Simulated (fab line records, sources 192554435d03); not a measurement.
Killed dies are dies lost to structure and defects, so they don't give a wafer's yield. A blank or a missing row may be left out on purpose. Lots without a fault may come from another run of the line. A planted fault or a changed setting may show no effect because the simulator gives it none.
Which tool did it? | flow n5_finfet | 24 lots, 72 wafers sampled, at 5 steps of a route of 1938

WHAT THE GAUGES READ, wafer by wafer
N5_BEOL_M0_SAQP_CD_MEAS_29: target cd 14.4 nm. Usual: cd_nm 15.04 nm, standard deviation 0.23.
lot  | measured     | on        | cd_nm (nm)        | flag
L074 | day 5 21:11  | cd_sem-03 | 15.42 14.89 14.95 |
L075 | day 6 00:44  | cd_sem-01 | 14.99 14.44 15.05 |
L076 | day 6 05:53  | cd_sem-02 | 15.21 15.22 14.68 |
L077 | day 6 06:25  | cd_sem-01 | 14.90 14.90 14.76 |
L078 | day 6 19:46  | cd_sem-01 | 15.08 15.19 15.05 |
L079 | day 6 21:58  | cd_sem-03 | 14.79 15.12 14.98 |
L080 | day 7 00:30  | cd_sem-03 | 15.10 15.10 15.20 |
L081 | day 7 04:47  | cd_sem-02 | 15.36 14.90 14.89 |
L082 | day 7 13:26  | cd_sem-01 | 14.99 15.00 15.50 |
L083 | day 7 20:51  | cd_sem-02 | 15.00 15.20 15.09 |
L084 | day 8 14:42  | cd_sem-02 | 15.30 15.03 15.02 |
L086 | day 8 14:54  | cd_sem-03 | 15.15 14.88 15.14 |
L085 | day 8 17:35  | cd_sem-01 | 14.86 15.20 14.99 |
L087 | day 8 18:22  | cd_sem-03 | 14.81 15.01 14.95 |
L088 | day 9 04:09  | cd_sem-02 | 15.21 14.81 14.96 |
L089 | day 9 10:20  | cd_sem-02 | 15.15 15.24 15.22 |
L090 | day 9 14:25  | cd_sem-01 | 15.42 15.17 14.86 |
L091 | day 9 20:47  | cd_sem-03 | 15.08 15.04 14.72 |
L092 | day 10 07:37 | cd_sem-03 | 14.57 15.09 15.00 |
L093 | day 10 10:11 | cd_sem-02 | 15.24 15.38 15.70 |
L094 | day 10 17:22 | cd_sem-02 | 14.89 15.11 15.07 |
L097 | day 11 10:34 | cd_sem-02 | 14.57 15.36 15.29 |
L095 | day 11 10:40 | cd_sem-03 | 15.27 14.81 15.06 |
L096 | day 11 10:47 | cd_sem-02 | 15.50 14.77 15.06 |

WHICH TOOL RAN EACH LOT (tool, then ch and the chambers of the sampled wafers, then the start)
lot  | N5_BEOL_M0_SAQP_SPACER1_ALD_98    | N5_BEOL_M0_SAQP_RECESS_104         | N5_BEOL_M0_SAQP_ETCH_106           | N5_BEOL_M0_SAQP_STRIP_108
L074 | ald_sin-01 ch 1,2, day 5 18:46    | vapor_etch-02 ch 0, day 5 19:41    | rie_diel-06 ch 0,1, day 5 20:08    | rie_diel-06 ch 0,1, day 5 20:14
L075 | ald_sin-02 ch 0,1,3, day 5 22:19  | vapor_etch-01 ch 0,1, day 5 23:14  | rie_diel-04 ch 0,1,2, day 5 23:41  | rie_diel-04 ch 0,1,2, day 5 23:47
L076 | ald_sin-02 ch 1,2,3, day 6 03:11  | vapor_etch-02 ch 0,1, day 6 04:13  | rie_diel-04 ch 0,1,2, day 6 04:50  | rie_diel-04 ch 0,1,2, day 6 04:56
L077 | ald_sin-02 ch 0,2,3, day 6 03:44  | vapor_etch-01 ch 0,1, day 6 04:40  | rie_diel-06 ch 0,1,3, day 6 05:07  | rie_diel-06 ch 0,1,3, day 6 05:13
L078 | ald_sin-02 ch 1,2,3, day 6 16:40  | vapor_etch-01 ch 0,1, day 6 18:15  | rie_diel-05 ch 0,1,3, day 6 18:42  | rie_diel-05 ch 0,1,3, day 6 18:48
L079 | ald_sin-04 ch 0,2,3, day 6 19:32  | vapor_etch-02 ch 0,1, day 6 20:28  | rie_diel-04 ch 1,2, day 6 20:55    | rie_diel-04 ch 1,2, day 6 21:01
L080 | ald_sin-01 ch 2,3, day 6 21:57    | vapor_etch-01 ch 0,1, day 6 22:53  | rie_diel-05 ch 0,3, day 6 23:20    | rie_diel-05 ch 0,3, day 6 23:26
L081 | ald_sin-01 ch 1,2,3, day 7 02:13  | vapor_etch-02 ch 0,1, day 7 03:08  | rie_diel-06 ch 0,3, day 7 03:41    | rie_diel-06 ch 0,3, day 7 03:47
L082 | ald_sin-04 ch 1,3, day 7 10:53    | vapor_etch-02 ch 0,1, day 7 12:03  | rie_diel-04 ch 0,1,3, day 7 12:23  | rie_diel-04 ch 0,1,3, day 7 12:29
L083 | ald_sin-02 ch 1,2,3, day 7 18:11  | vapor_etch-01 ch 0,1, day 7 19:17  | rie_diel-05 ch 0,1, day 7 19:47    | rie_diel-05 ch 0,1, day 7 19:53
L084 | ald_sin-02 ch 0,2,3, day 8 11:31  | vapor_etch-02 ch 0,1, day 8 12:27  | rie_diel-04 ch 0,1,3, day 8 12:54  | rie_diel-04 ch 0,1,3, day 8 13:00
L086 | ald_sin-01 ch 0,2, day 8 11:56    | vapor_etch-01 ch 0,1, day 8 12:52  | rie_diel-06 ch 0,2,3, day 8 13:19  | rie_diel-06 ch 0,2,3, day 8 13:25
L085 | ald_sin-02 ch 0,1,3, day 8 14:59  | vapor_etch-01 ch 0,1, day 8 16:02  | rie_diel-04 ch 0,3, day 8 16:22    | rie_diel-04 ch 0,3, day 8 16:28
L087 | ald_sin-01 ch 0,3, day 8 15:14    | vapor_etch-01 ch 0,1, day 8 16:16  | rie_diel-04 ch 0,2, day 8 16:43    | rie_diel-04 ch 0,2, day 8 16:49
L088 | ald_sin-01 ch 1,2,3, day 9 01:20  | vapor_etch-02 ch 0,1, day 9 02:36  | rie_diel-05 ch 0,1,3, day 9 03:06  | rie_diel-05 ch 0,1,3, day 9 03:12
L089 | ald_sin-01 ch 2,3, day 9 07:54    | vapor_etch-01 ch 0,1, day 9 08:50  | rie_diel-06 ch 0,1,3, day 9 09:17  | rie_diel-06 ch 0,1,3, day 9 09:23
L090 | ald_sin-04 ch 2,3, day 9 11:59    | vapor_etch-01 ch 0,1, day 9 13:02  | rie_diel-04 ch 2,3, day 9 13:22    | rie_diel-04 ch 2,3, day 9 13:28
L091 | ald_sin-04 ch 0,3, day 9 18:17    | vapor_etch-01 ch 0,1, day 9 19:13  | rie_diel-06 ch 1,2, day 9 19:44    | rie_diel-06 ch 1,2, day 9 19:50
L092 | ald_sin-01 ch 1,2,3, day 10 05:08 | vapor_etch-02 ch 0,1, day 10 06:11 | rie_diel-06 ch 1,2,3, day 10 06:35 | rie_diel-06 ch 1,2,3, day 10 06:41
L093 | ald_sin-04 ch 0,1,3, day 10 07:35 | vapor_etch-02 ch 0,1, day 10 08:41 | rie_diel-06 ch 1,2,3, day 10 09:08 | rie_diel-06 ch 1,2,3, day 10 09:14
L094 | ald_sin-02 ch 0,1,2, day 10 14:35 | vapor_etch-01 ch 0,1, day 10 15:41 | rie_diel-04 ch 0,2,3, day 10 16:16 | rie_diel-04 ch 0,2,3, day 10 16:22
L097 | ald_sin-04 ch 0,2, day 11 07:29   | vapor_etch-02 ch 1, day 11 08:41   | rie_diel-06 ch 2,3, day 11 09:08   | rie_diel-06 ch 2,3, day 11 09:14
L095 | ald_sin-01 ch 1,2, day 11 07:51   | vapor_etch-01 ch 0,1, day 11 09:00 | rie_diel-05 ch 0,1, day 11 09:27   | rie_diel-05 ch 0,1, day 11 09:33
L096 | ald_sin-04 ch 0,1,2, day 11 07:56 | vapor_etch-02 ch 0,1, day 11 09:05 | rie_diel-06 ch 0,1, day 11 09:32   | rie_diel-06 ch 0,1, day 11 09:38
- N5_BEOL_M0_SAQP_SPACER1_ALD_98: deposits SiO2, target thk 12.8 nm, pulse time 1 s, purge time 2 s.
- N5_BEOL_M0_SAQP_RECESS_104: chemistry HF/NH3, target SiO2, target depth 18 nm, afs cycles 3, sublimation time 60 s.
- N5_BEOL_M0_SAQP_ETCH_106: etches SOC in N2/H2, stops on SiNx, target depth 150 nm.
- N5_BEOL_M0_SAQP_STRIP_108: strips in N2/H2.

WHAT THE TOOLS THEMSELVES READ (means of the sampled wafers that have a number; where no wafer has one, the mark that the record gives instead)
N5_BEOL_M0_SAQP_SPACER1_ALD_98. Usual: heater_power_w 466 W, standard deviation 60; precursor_pulse_height_rel 0.998, standard deviation 0.018.
lot  | tool       | heater_power_w (W) | precursor_pulse_height_rel | flag
L074 | ald_sin-01 | 451                | 1.001                      |
L075 | ald_sin-02 | 462                | 0.986                      |
L076 | ald_sin-02 | 464                | 0.996                      |
L077 | ald_sin-02 | 473                | 1.001                      |
L078 | ald_sin-02 | 463                | 0.998                      |
L079 | ald_sin-04 | 488                | 1.002                      |
L080 | ald_sin-01 | 414                | 1.010                      |
L081 | ald_sin-01 | 462                | 1.001                      |
L082 | ald_sin-04 | 394                | 0.993                      |
L083 | ald_sin-02 | 467                | 1.010                      |
L084 | ald_sin-02 | 468                | 0.992                      |
L086 | ald_sin-01 | 453                | 1.007                      |
L085 | ald_sin-02 | 465                | 0.991                      |
L087 | ald_sin-01 | 507                | 1.023                      |
L088 | ald_sin-01 | 474                | 1.017                      |
L089 | ald_sin-01 | 409                | 1.001                      |
L090 | ald_sin-04 | 409                | 1.007                      |
L091 | ald_sin-04 | 480                | 0.984                      |
L092 | ald_sin-01 | 460                | 0.985                      |
L093 | ald_sin-04 | 435                | 1.004                      |
L094 | ald_sin-02 | 493                | 0.991                      |
L097 | ald_sin-04 | 510                | 0.985                      |
L095 | ald_sin-01 | 463                | 0.997                      |
L096 | ald_sin-04 | 472                | 0.994                      |

N5_BEOL_M0_SAQP_RECESS_104. Usual: drypump_motor_current_A 6.1 A, standard deviation 0.32; foreline_p_Torr 0.1280 Torr, standard deviation 0.00043.
lot  | tool          | drypump_motor_current_A (A) | foreline_p_Torr (Torr) | flag
L074 | vapor_etch-02 | 6.5                         | 0.1278                 |
L075 | vapor_etch-01 | 6.1                         | 0.1281                 |
L076 | vapor_etch-02 | 6.2                         | 0.1278                 |
L077 | vapor_etch-01 | 6.2                         | 0.1279                 |
L078 | vapor_etch-01 | 6.1                         | 0.1279                 |
L079 | vapor_etch-02 | 5.9                         | 0.1279                 |
L080 | vapor_etch-01 | 6.1                         | 0.1279                 |
L081 | vapor_etch-02 | 5.9                         | 0.1274                 |
L082 | vapor_etch-02 | 6.2                         | 0.1280                 |
L083 | vapor_etch-01 | 6.0                         | 0.1280                 |
L084 | vapor_etch-02 | 6.2                         | 0.1281                 |
L086 | vapor_etch-01 | 6.1                         | 0.1281                 |
L085 | vapor_etch-01 | 6.0                         | 0.1281                 |
L087 | vapor_etch-01 | 6.0                         | 0.1280                 |
L088 | vapor_etch-02 | 5.9                         | 0.1282                 |
L089 | vapor_etch-01 | 6.0                         | 0.1278                 |
L090 | vapor_etch-01 | 6.2                         | 0.1279                 |
L091 | vapor_etch-01 | 6.0                         | 0.1274                 |
L092 | vapor_etch-02 | 6.2                         | 0.1283                 |
L093 | vapor_etch-02 | 6.2                         | 0.1278                 |
L094 | vapor_etch-01 | 6.2                         | 0.1276                 |
L097 | vapor_etch-02 | 5.6                         | 0.1282                 |
L095 | vapor_etch-01 | 6.2                         | 0.1281                 |
L096 | vapor_etch-02 | 6.2                         | 0.1284                 |

N5_BEOL_M0_SAQP_ETCH_106. Usual: drypump_motor_current_A 5.7 A, standard deviation 0.37; oes_product_au 0.75 a.u., standard deviation 0.076; rf_vpp_V 240.8 V, standard deviation 1.4; showerhead_plenum_p_Torr 2.55 Torr, standard deviation 0.082; throttle_valve_pct 17.86 %, standard deviation 0.22.
lot  | tool        | drypump_motor_current_A (A) | oes_product_au (a.u.) | rf_vpp_V (V) | showerhead_plenum_p_Torr (Torr) | throttle_valve_pct (%) | flag
L074 | rie_diel-06 | 5.8                         | 0.73                  | 239.7        | 2.50                            | 17.83                  |
L075 | rie_diel-04 | 6.0                         | 0.73                  | 241.0        | 2.54                            | 18.00                  |
L076 | rie_diel-04 | 6.0                         | 0.72                  | 240.7        | 2.54                            | 18.00                  |
L077 | rie_diel-06 | 5.6                         | 0.73                  | 241.9        | 2.57                            | 17.72                  |
L078 | rie_diel-05 | 5.7                         | 0.75                  | 240.6        | 2.51                            | 17.89                  |
L079 | rie_diel-04 | 6.3                         | 0.65                  | 241.3        | 2.53                            | 18.18                  |
L080 | rie_diel-05 | 5.9                         | 0.76                  | 240.8        | 2.58                            | 17.97                  |
L081 | rie_diel-06 | 5.4                         | 0.74                  | 242.4        | 2.64                            | 17.63                  |
L082 | rie_diel-04 | 5.5                         | 0.76                  | 240.3        | 2.56                            | 17.94                  |
L083 | rie_diel-05 | 5.8                         | 0.71                  | 240.9        | 2.56                            | 18.15                  |
L084 | rie_diel-04 | 5.5                         | 0.76                  | 241.3        | 2.55                            | 17.95                  |
L086 | rie_diel-06 | 5.6                         | 0.72                  | 242.1        | 2.63                            | 17.74                  |
L085 | rie_diel-04 | 5.4                         | 0.81                  | 240.5        | 2.50                            | 17.94                  |
L087 | rie_diel-04 | 5.9                         | 0.87                  | 240.1        | 2.48                            | 17.83                  |
L088 | rie_diel-05 | 5.7                         | 0.74                  | 239.6        | 2.50                            | 17.93                  |
L089 | rie_diel-06 | 5.6                         | 0.72                  | 241.1        | 2.56                            | 17.77                  |
L090 | rie_diel-04 | 6.0                         | 0.87                  | 240.4        | 2.50                            | 17.94                  |
L091 | rie_diel-06 | 5.9                         | 0.70                  | 241.5        | 2.56                            | 17.88                  |
L092 | rie_diel-06 | 5.7                         | 0.72                  | 240.2        | 2.56                            | 17.80                  |
L093 | rie_diel-06 | 5.6                         | 0.72                  | 241.2        | 2.56                            | 17.79                  |
L094 | rie_diel-04 | 5.7                         | 0.82                  | 240.6        | 2.50                            | 17.95                  |
L097 | rie_diel-06 | 5.4                         | 0.72                  | 241.8        | 2.62                            | 17.69                  |
L095 | rie_diel-05 | 5.7                         | 0.69                  | 239.9        | 2.48                            | 18.12                  |
L096 | rie_diel-06 | 5.8                         | 0.78                  | 240.0        | 2.49                            | 17.75                  |

N5_BEOL_M0_SAQP_STRIP_108. Usual: drypump_motor_current_A 5.7 A, standard deviation 0.37; oes_product_au 0.76 a.u., standard deviation 0.078; rf_vpp_V 121.9 V, standard deviation 1; showerhead_plenum_p_Torr 3.37 Torr, standard deviation 0.1; throttle_valve_pct 18.81 %, standard deviation 0.29.
lot  | tool        | drypump_motor_current_A (A) | oes_product_au (a.u.) | rf_vpp_V (V) | showerhead_plenum_p_Torr (Torr) | throttle_valve_pct (%) | flag
L074 | rie_diel-06 | 5.8                         | 0.74                  | 121.3        | 3.31                            | 18.74                  |
L075 | rie_diel-04 | 6.0                         | 0.74                  | 121.9        | 3.35                            | 18.90                  |
L076 | rie_diel-04 | 6.0                         | 0.73                  | 121.3        | 3.35                            | 18.91                  |
L077 | rie_diel-06 | 5.6                         | 0.74                  | 120.9        | 3.40                            | 18.65                  |
L078 | rie_diel-05 | 5.8                         | 0.76                  | 122.1        | 3.32                            | 18.97                  |
L079 | rie_diel-04 | 6.3                         | 0.66                  | 121.9        | 3.35                            | 19.06                  |
L080 | rie_diel-05 | 5.9                         | 0.76                  | 122.3        | 3.40                            | 19.02                  |
L081 | rie_diel-06 | 5.4                         | 0.74                  | 123.2        | 3.48                            | 18.53                  |
L082 | rie_diel-04 | 5.5                         | 0.77                  | 122.0        | 3.38                            | 18.92                  |
L083 | rie_diel-05 | 5.9                         | 0.72                  | 121.0        | 3.38                            | 19.28                  |
L084 | rie_diel-04 | 5.5                         | 0.76                  | 121.3        | 3.37                            | 18.93                  |
L086 | rie_diel-06 | 5.6                         | 0.72                  | 121.4        | 3.47                            | 18.66                  |
L085 | rie_diel-04 | 5.4                         | 0.81                  | 122.3        | 3.31                            | 18.97                  |
L087 | rie_diel-04 | 5.9                         | 0.88                  | 121.1        | 3.28                            | 18.81                  |
L088 | rie_diel-05 | 5.7                         | 0.74                  | 121.6        | 3.31                            | 19.01                  |
L089 | rie_diel-06 | 5.6                         | 0.72                  | 121.2        | 3.38                            | 18.68                  |
L090 | rie_diel-04 | 6.1                         | 0.90                  | 121.8        | 3.31                            | 18.96                  |
L091 | rie_diel-06 | 5.9                         | 0.72                  | 123.1        | 3.38                            | 18.77                  |
L092 | rie_diel-06 | 5.6                         | 0.73                  | 121.9        | 3.39                            | 18.66                  |
L093 | rie_diel-06 | 5.6                         | 0.72                  | 122.1        | 3.38                            | 18.65                  |
L094 | rie_diel-04 | 5.7                         | 0.83                  | 121.3        | 3.30                            | 18.99                  |
L097 | rie_diel-06 | 5.4                         | 0.72                  | 122.8        | 3.46                            | 18.55                  |
L095 | rie_diel-05 | 5.7                         | 0.70                  | 121.4        | 3.28                            | 19.28                  |
L096 | rie_diel-06 | 5.7                         | 0.80                  | 121.3        | 3.29                            | 18.69                  |

THE ANSWER, worked out from the rows above alone
Rule: a lot is off if the mean of its wafers that have a number lies more than 3 standard deviations from the usual mean. A lot without any number at a reading at which 4 lots or more have one is off too. The other lots that the step has rows for count as sound. The gauges are gone through in route order, then the tools' own readings, and for those a lot's mean is taken as printed above. The first step at which some lot is off is used, and at that step the reading that is off furthest; a lot without a number counts as furthest.
No lot is off at any reading shown: from this, nothing can be told.

WHAT THE SIMULATOR HAD PUT IN
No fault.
